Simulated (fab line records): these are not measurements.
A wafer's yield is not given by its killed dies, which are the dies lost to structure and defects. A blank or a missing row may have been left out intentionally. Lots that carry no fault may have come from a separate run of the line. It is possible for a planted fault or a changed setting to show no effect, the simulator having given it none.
The tool behind it: which one? -- flow nand harc -- 13 lots with 39 wafers sampled at 5 steps, on a route of 1302 steps

WHAT EACH GAUGE READ, for each wafer
NHARC_END_SORT_01.
lot,measured,on,defect limited yield (%),killed at array,killed at other,killed at periphery,killed dies,killed open,killed short
L237,day 28 12:23,prober-02,81.7 79.6 82.1,122 131 114,0 1 0,2 6 7,124 138 121,2 2 2,1 2 5
L238,day 29 11:07,prober-01,83.9 79.6 81.7,107 137 123,0 0 0,2 1 1,109 138 124,1 0 1,3 2 2

WHICH TOOL RAN EACH LOT (tool, then ch and the chambers of the sampled wafers, then the start)
lot,NHARC_A_M1_PVD_20,NHARC_A_BONDPAD_PVD_17,NHARC_A_BONDPAD_PVD_27,NHARC_THIN_TSV_DEP_43
L227,"pvd sputter-01, day 22 22:19","pvd sputter-01, day 23 16:01 or earlier","pvd sputter-01, day 23 16:01 or earlier","pecvd-03 ch 0,1, day 23 16:01"
L229,"pvd sputter-03, day 23 12:30","pvd sputter-01, day 24 06:35 or earlier","pvd sputter-01, day 24 06:35 or earlier","pecvd-04 ch 0,1, day 24 06:35"
L231,"pvd sputter-03, day 24 14:18","pvd sputter-02, day 25 08:12 or earlier","pvd sputter-02, day 25 08:12 or earlier","pecvd-04 ch 0,1,2, day 25 08:12"
L233,"pvd sputter-03, day 26 13:37","pvd sputter-01, day 27 07:10 or earlier","pvd sputter-01, day 27 07:10 or earlier","pecvd-03 ch 0,1,2, day 27 07:10"
L237,"pvd sputter-03, day 27 01:46","pvd sputter-02, day 27 19:37 or earlier","pvd sputter-02, day 27 19:37 or earlier","pecvd-03 ch 1,2, day 27 19:37"
L239,"pvd sputter-01, day 27 17:50","pvd sputter-02, day 28 11:47 or earlier","pvd sputter-02, day 28 11:47 or earlier","pecvd-04 ch 0,1, day 28 11:47"
L238,"pvd sputter-03, day 27 23:09","pvd sputter-03, day 28 17:11 or earlier","pvd sputter-03, day 28 17:11 or earlier","pecvd-01 ch 0,1,2, day 28 17:11"
L244,"pvd sputter-01, day 29 19:22","pvd sputter-01, day 30 12:47 or earlier","pvd sputter-01, day 30 12:47 or earlier","pecvd-03 ch 0,1,2, day 30 12:47"
L247,"pvd sputter-01, day 30 17:06","pvd sputter-01, day 31 12:10 or earlier","pvd sputter-01, day 31 12:10 or earlier","pecvd-01 ch 0,1,2, day 31 12:10"
L245,"pvd sputter-03, day 30 19:08","pvd sputter-01, day 31 10:51 or earlier","pvd sputter-01, day 31 10:51 or earlier","pecvd-01 ch 0,1, day 31 10:51"
L246,"pvd sputter-01, day 31 21:19","pvd sputter-03, day 32 15:28 or earlier","pvd sputter-03, day 32 15:28 or earlier","pecvd-03 ch 0,2, day 32 15:28"
L248,"pvd sputter-01, day 32 04:59","pvd sputter-03, day 32 22:33 or earlier","pvd sputter-03, day 32 22:33 or earlier","pecvd-01 ch 0,1,2, day 32 22:33"
L250,"pvd sputter-03, day 32 14:51","pvd sputter-02, day 33 08:47 or earlier","pvd sputter-02, day 33 08:47 or earlier","pecvd-03 ch 0,1, day 33 08:47"
- NHARC_A_M1_PVD_20: deposits TaN, target thk 5 nm, time 8.06 s.
- NHARC_A_BONDPAD_PVD_17: deposits TaN, target thk 5 nm, time 8.06 s.
- NHARC_A_BONDPAD_PVD_27: deposits Cu, target thk 30 nm, time 20.49 s.
- NHARC_THIN_TSV_DEP_43: deposits SiO2, target thk 1328.5 nm.

AS READ BY THE TOOLS THEMSELVES (means over the sampled wafers that have a number; for cases with no such wafer, the mark the record gives instead)
NHARC_A_M1_PVD_20.
lot,tool,chamber pressure pa (Pa),throttle valve pct (%)
L227,pvd sputter-01,0.12015,30.6
L229,pvd sputter-03,0.12010,30.6
L231,pvd sputter-03,0.11995,30.7
L233,pvd sputter-03,0.11970,31.2
L237,pvd sputter-03,0.12015,30.6
L239,pvd sputter-01,0.12020,30.4
L238,pvd sputter-03,0.11982,30.7
L244,pvd sputter-01,0.11992,30.9
L247,pvd sputter-01,0.12015,31.5
L245,pvd sputter-03,0.12016,31.3
L246,pvd sputter-01,0.12005,30.5
L248,pvd sputter-01,0.11987,30.1
L250,pvd sputter-03,0.12010,31.2

NHARC_A_BONDPAD_PVD_17.
lot,tool,chamber pressure pa (Pa),throttle valve pct (%)
L227,pvd sputter-01,0.12002,30.5
L229,pvd sputter-01,0.12000,31.2
L231,pvd sputter-02,0.11985,30.7
L233,pvd sputter-01,0.12003,30.8
L237,pvd sputter-02,0.12024,30.7
L239,pvd sputter-02,0.11998,29.1
L238,pvd sputter-03,0.12001,30.7
L244,pvd sputter-01,0.11996,30.4
L247,pvd sputter-01,0.11998,30.7
L245,pvd sputter-01,0.11970,31.1
L246,pvd sputter-03,0.11988,30.4
L248,pvd sputter-03,0.12013,31.4
L250,pvd sputter-02,0.12006,30.0

NHARC_A_BONDPAD_PVD_27.
lot,tool,chamber pressure pa (Pa),throttle valve pct (%)
L227,pvd sputter-01,4.993,30.2
L229,pvd sputter-01,4.995,30.9
L231,pvd sputter-02,4.999,30.4
L233,pvd sputter-01,4.983,30.3
L237,pvd sputter-02,4.998,30.0
L239,pvd sputter-02,4.995,29.9
L238,pvd sputter-03,4.993,31.1
L244,pvd sputter-01,4.998,30.7
L247,pvd sputter-01,5.005,30.1
L245,pvd sputter-01,5.008,30.7
L246,pvd sputter-03,5.003,31.1
L248,pvd sputter-03,5.008,30.7
L250,pvd sputter-02,4.987,29.5

NHARC_THIN_TSV_DEP_43.
lot,tool,throttle valve pct (%)
L227,pecvd-03,16.4
L229,pecvd-04,16.4
L231,pecvd-04,16.3
L233,pecvd-03,15.9
L237,pecvd-03,16.1
L239,pecvd-04,15.9
L238,pecvd-01,16.4
L244,pecvd-03,16.2
L247,pecvd-01,15.8
L245,pecvd-01,16.1
L246,pecvd-03,15.9
L248,pecvd-01,16.0
L250,pecvd-03,15.8

THE ANSWER, worked out from the rows above alone
Rule: the lots themselves supply what counts as usual. The widest of any qualifying gaps counts: lots, ordered by their means at a reading, are off when they make up no more than a third of the lots, leave a main group of 4 or more, and stand apart from it by 3 or more times the standard deviation of that group's means. A main group is skipped when, at the precision printed for the reading in the tables above, its means are all equal. A lot without any number at a reading at which 4 lots or more have one is off too. Where the step has rows for the other lots, those lots are counted as sound. After the gauges, taken in route order, come the tools' own readings; for these a lot's mean is taken, as printed above. The first step at which some lot is off is used, and at that step the reading that is off furthest; a lot without a number counts as furthest.
Nothing can be told from this: no lot is off at any reading shown.

WHAT WAS PUT IN BY THE SIMULATOR
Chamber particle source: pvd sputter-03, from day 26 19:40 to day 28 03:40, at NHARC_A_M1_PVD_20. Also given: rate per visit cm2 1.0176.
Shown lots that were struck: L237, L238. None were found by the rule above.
